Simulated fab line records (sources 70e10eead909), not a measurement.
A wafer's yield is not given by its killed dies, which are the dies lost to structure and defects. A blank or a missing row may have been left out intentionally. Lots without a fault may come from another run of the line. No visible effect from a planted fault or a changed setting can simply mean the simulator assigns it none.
Chamber matching :: flow nand-harc :: rie-diel-10 running NHARC_P_M1_DESCUM_14: 4 sister chambers
The step chemistry O2, time 3 s. 18 wafers are shown with their chamber, then 9 later ones without.

== WAFERS, EACH WITH ITS CHAMBER ==
wafer: L078.3
chamber: 3
drypump-motor-current-A (A): 5.2
oes-product-au (a.u.): 0.990
rf-vpp-V (V): 57.5

wafer: L078.5
chamber: 3
drypump-motor-current-A (A): 5.2
oes-product-au (a.u.): 0.981
rf-vpp-V (V): 57.8

wafer: L078.6
chamber: 0
drypump-motor-current-A (A): 6.5
oes-product-au (a.u.): 1.009
rf-vpp-V (V): 58.4

wafer: L080.1
chamber: 1
drypump-motor-current-A (A): 5.3
oes-product-au (a.u.): 0.989
rf-vpp-V (V): 57.1

wafer: L080.2
chamber: 0
drypump-motor-current-A (A): 6.6
oes-product-au (a.u.): 1.005
rf-vpp-V (V): 57.5

wafer: L080.6
chamber: 1
drypump-motor-current-A (A): 5.3
oes-product-au (a.u.): 0.987
rf-vpp-V (V): 57.7

wafer: L085.2
chamber: 3
drypump-motor-current-A (A): 5.2
oes-product-au (a.u.): 0.995
rf-vpp-V (V): 58.1

wafer: L085.3
chamber: 0
drypump-motor-current-A (A): 6.5
oes-product-au (a.u.): 0.984
rf-vpp-V (V): 57.8

wafer: L085.6
chamber: 2
drypump-motor-current-A (A): 4.7
oes-product-au (a.u.): 0.980
rf-vpp-V (V): 57.5

wafer: L089.2
chamber: 2
drypump-motor-current-A (A): 4.8
oes-product-au (a.u.): 0.972
rf-vpp-V (V): 58.2

wafer: L089.3
chamber: 0
drypump-motor-current-A (A): 6.5
oes-product-au (a.u.): 1.002
rf-vpp-V (V): 58.0

wafer: L089.6
chamber: 0
drypump-motor-current-A (A): 6.6
oes-product-au (a.u.): 1.001
rf-vpp-V (V): 56.8

wafer: L090.1
chamber: 1
drypump-motor-current-A (A): 5.3
oes-product-au (a.u.): 0.994
rf-vpp-V (V): 58.7

wafer: L090.3
chamber: 0
drypump-motor-current-A (A): 6.6
oes-product-au (a.u.): 1.006
rf-vpp-V (V): 56.7

wafer: L090.5
chamber: 3
drypump-motor-current-A (A): 5.2
oes-product-au (a.u.): 0.998
rf-vpp-V (V): 58.7

wafer: L092.1
chamber: 2
drypump-motor-current-A (A): 4.8
oes-product-au (a.u.): 0.981
rf-vpp-V (V): 57.6

wafer: L092.2
chamber: 1
drypump-motor-current-A (A): 5.3
oes-product-au (a.u.): 1.007
rf-vpp-V (V): 56.6

wafer: L092.4
chamber: 3
drypump-motor-current-A (A): 5.1
oes-product-au (a.u.): 0.989
rf-vpp-V (V): 58.7

SIGNATURES, as means of the wafers listed above
reading: drypump-motor-current-A
chamber 0: 6.550
chamber 1: 5.300
chamber 2: 4.767
chamber 3: 5.180
scatter within a chamber: 0.046

reading: oes-product-au
chamber 0: 1.00117
chamber 1: 0.99425
chamber 2: 0.97767
chamber 3: 0.99060
scatter within a chamber: 0.00782

reading: rf-vpp-V
chamber 0: 57.533
chamber 1: 57.525
chamber 2: 57.767
chamber 3: 58.160
scatter within a chamber: 0.663
Rule: for a wafer and a chamber, the distance is found by dividing, reading by reading, the gap between the wafer's reading and the chamber's mean by the reading's scatter, squaring, summing and taking the root. The wafer belongs to the nearest chamber; if the next one is less than 2 further off, it can't be placed. The scatter: the root of (the sum of the squares of (reading less its chamber's mean) over the shown wafers, divided by (wafers less chambers)).

== WAFERS WHOSE CHAMBER IS MISSING ==
wafer: L093.1
drypump-motor-current-A (A): 5.3
oes-product-au (a.u.): 1.000
rf-vpp-V (V): 56.8

wafer: L093.5
drypump-motor-current-A (A): 4.8
oes-product-au (a.u.): 0.991
rf-vpp-V (V): 55.9

wafer: L093.6
drypump-motor-current-A (A): 5.1
oes-product-au (a.u.): 0.993
rf-vpp-V (V): 58.5

wafer: L097.2
drypump-motor-current-A (A): 4.7
oes-product-au (a.u.): 0.995
rf-vpp-V (V): 59.1

wafer: L097.3
drypump-motor-current-A (A): 6.6
oes-product-au (a.u.): 1.012
rf-vpp-V (V): 55.8

wafer: L097.5
drypump-motor-current-A (A): 6.6
oes-product-au (a.u.): 1.003
rf-vpp-V (V): 57.0

wafer: L096.3
drypump-motor-current-A (A): 5.1
oes-product-au (a.u.): 1.000
rf-vpp-V (V): 58.0

wafer: L096.4
drypump-motor-current-A (A): 4.8
oes-product-au (a.u.): 0.982
rf-vpp-V (V): 58.3

wafer: L096.6
drypump-motor-current-A (A): 6.5
oes-product-au (a.u.): 0.997
rf-vpp-V (V): 57.4

== THE CHAMBER EACH PASSED THROUGH ==
wafer: L093.1
from the rows above: 1
in truth: 1

wafer: L093.5
from the rows above: 2
in truth: 2

wafer: L093.6
from the rows above: 3
in truth: 3

wafer: L097.2
from the rows above: 2
in truth: 2

wafer: L097.3
from the rows above: 0
in truth: 0

wafer: L097.5
from the rows above: 0
in truth: 0

wafer: L096.3
from the rows above: 3
in truth: 3

wafer: L096.4
from the rows above: 2
in truth: 2

wafer: L096.6
from the rows above: 0
in truth: 0
9 of 9 placed correctly. Left unplaced by these rows: 0. Number placed wrongly: 0.
